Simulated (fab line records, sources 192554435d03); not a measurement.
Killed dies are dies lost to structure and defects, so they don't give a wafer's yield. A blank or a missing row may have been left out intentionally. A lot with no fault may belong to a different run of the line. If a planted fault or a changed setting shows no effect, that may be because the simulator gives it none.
Split-lot experiment    flow n5-finfet    21 wafers read across 7 lots, on a route 1938 steps long

SPLIT DETAILS
At N5_BEOL_M4_COAT_67 (time 60 s, resist thk 60 nm), the setting spin-rpm was moved away from the recipe's 1500 rpm on 5 of the 21 wafers read, by -10.0% to +10.1%. The other wafers ran this setting at the recipe's value.

FROM THE SPLIT TO THE READING: what the file shows between them, 5 steps
- N5_BEOL_M4_EXPOSE_25: exposes mask V3, defocus 5 nm (also split here: dose-mj)
- N5_BEOL_M4_PEB_26: peb time 60 s
- N5_BEOL_M4_DEVELOP_27: develop time 30 s
- N5_BEOL_M4_ALD_98: deposits SiO2, target thk 2.5 nm, pulse time 1 s, co reactant pulse time 1 s
- N5_BEOL_M4_ETCHBACK_99: etches SiO2 in CHF3, target depth 5 nm, time 10.4 s

THE READING
etch.depth-nm (the simulator's own value, which no gauge read), in nm, at N5_BEOL_M4_ETCH_70 (etches SOC in N2/H2, target depth 80 nm, overetch 24 nm, time 130 s). No usual value for it is given in the file. Average 59.95 nm, standard deviation 0.27 nm, over the 16 wafers here run with the recipe.

wafer   tool, chamber at the split  spin-rpm as run, rpm  against the recipe  etch.depth-nm, nm  against lot-mates on the recipe
L075.1  litho-track-01, 0           1500                  recipe              60.45              -
L075.4  litho-track-01, 0           1500                  recipe              60.45              -
L075.6  litho-track-01, 0           1500                  recipe              60.46              -
L076.1  litho-track-02, 0           1500                  recipe              59.57              -
L076.4  litho-track-02, 0           1350                  -10.0%              63.05              +3.42
L076.6  litho-track-02, 0           1500                  recipe              59.68              -
L078.1  litho-track-02, 0           1500                  recipe              59.84              -
L078.2  litho-track-02, 0           1652                  +10.1%              56.89              -2.90
L078.6  litho-track-02, 0           1500                  recipe              59.74              -
L085.1  litho-track-01, 0           1602                  +6.8%               58.19              -1.91
L085.4  litho-track-01, 0           1602                  +6.8%               58.04              -2.06
L085.5  litho-track-01, 0           1500                  recipe              60.1               -
L089.3  litho-track-01, 0           1500                  recipe              59.94              -
L089.5  litho-track-01, 0           1371                  -8.6%               62.61              +2.64
L089.6  litho-track-01, 0           1500                  recipe              60.01              -
L093.4  litho-track-02, 0           1500                  recipe              59.74              -
L093.5  litho-track-02, 0           1500                  recipe              59.87              -
L093.6  litho-track-02, 0           1500                  recipe              59.85              -
L097.3  litho-track-03, 0           1500                  recipe              59.94              -
L097.5  litho-track-03, 0           1500                  recipe              59.85              -
L097.6  litho-track-03, 0           1500                  recipe              59.79              -

FIT RESULTS
A straight line over all 21 wafers: etch.depth-nm changes by -0.298 nm for each +1% of spin-rpm; r = -0.98; the points scatter about the line by 0.26 nm.
The same after taking each lot's own level away (the mean of its wafers on the recipe; 21 wafers): -0.307 nm for each +1%; r = -1.00; scatter 0.11 nm.
That fit puts the effect of the largest move of spin-rpm on the reading at 3.1 nm.
The span of the lots' own levels, 59.625 to 60.453 nm, comes to 3.1 times the standard deviation stated above.
The two slopes are in agreement: the lot-to-lot level therefore moves the slope only a little.
Check: -3.16 nm against its lot-mates is what the line predicts for one of the wafers moved furthest among these (+10.1%) when that wafer is left out of the fit. It came out at -2.9 nm against them.

THESE WAFERS: OTHER SPLITS
These wafers also went through other splits before the reading. Each is held against what the fit with the lots' levels taken away leaves over:
other split on the same wafers  wafers away from the commonest value  r with etch.depth-nm (lot level and that fit taken away)
N5_BEOL_M2_EXPOSE_08 dose-mj    4                                     +0.10
N5_BEOL_M2_ETCH_64 time-s       4                                     +0.27
N5_BEOL_M3_ALD_98 ald-cycles    9                                     +0.08
N5_BEOL_M3_ETCH_70 source-w     3                                     -0.12
N5_BEOL_M4_EXPOSE_25 dose-mj    4                                     +0.09

THE WHOLE CHAIN: every reading that the file lists as answering this split, in the file's order
step                what it does                                                         reading                                                                         change (the file's fit)                r (the file's)
N5_BEOL_M4_COAT_67  time 60 s, resist thk 60 nm                                          SOC_of_BEOL_M4_COAT_67.thk-nm (the simulator's own value, which no gauge read)  -0.313 nm for each +1% of the setting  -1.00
N5_BEOL_M4_ETCH_70  etches SOC in N2/H2, target depth 80 nm, overetch 24 nm, time 130 s  etch.depth-nm (the simulator's own value, which no gauge read)                  -0.309 nm for each +1% of the setting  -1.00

THE FILE'S OWN FIT
etch.depth-nm changes by -0.309 nm for each +1% of spin-rpm, r = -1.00.
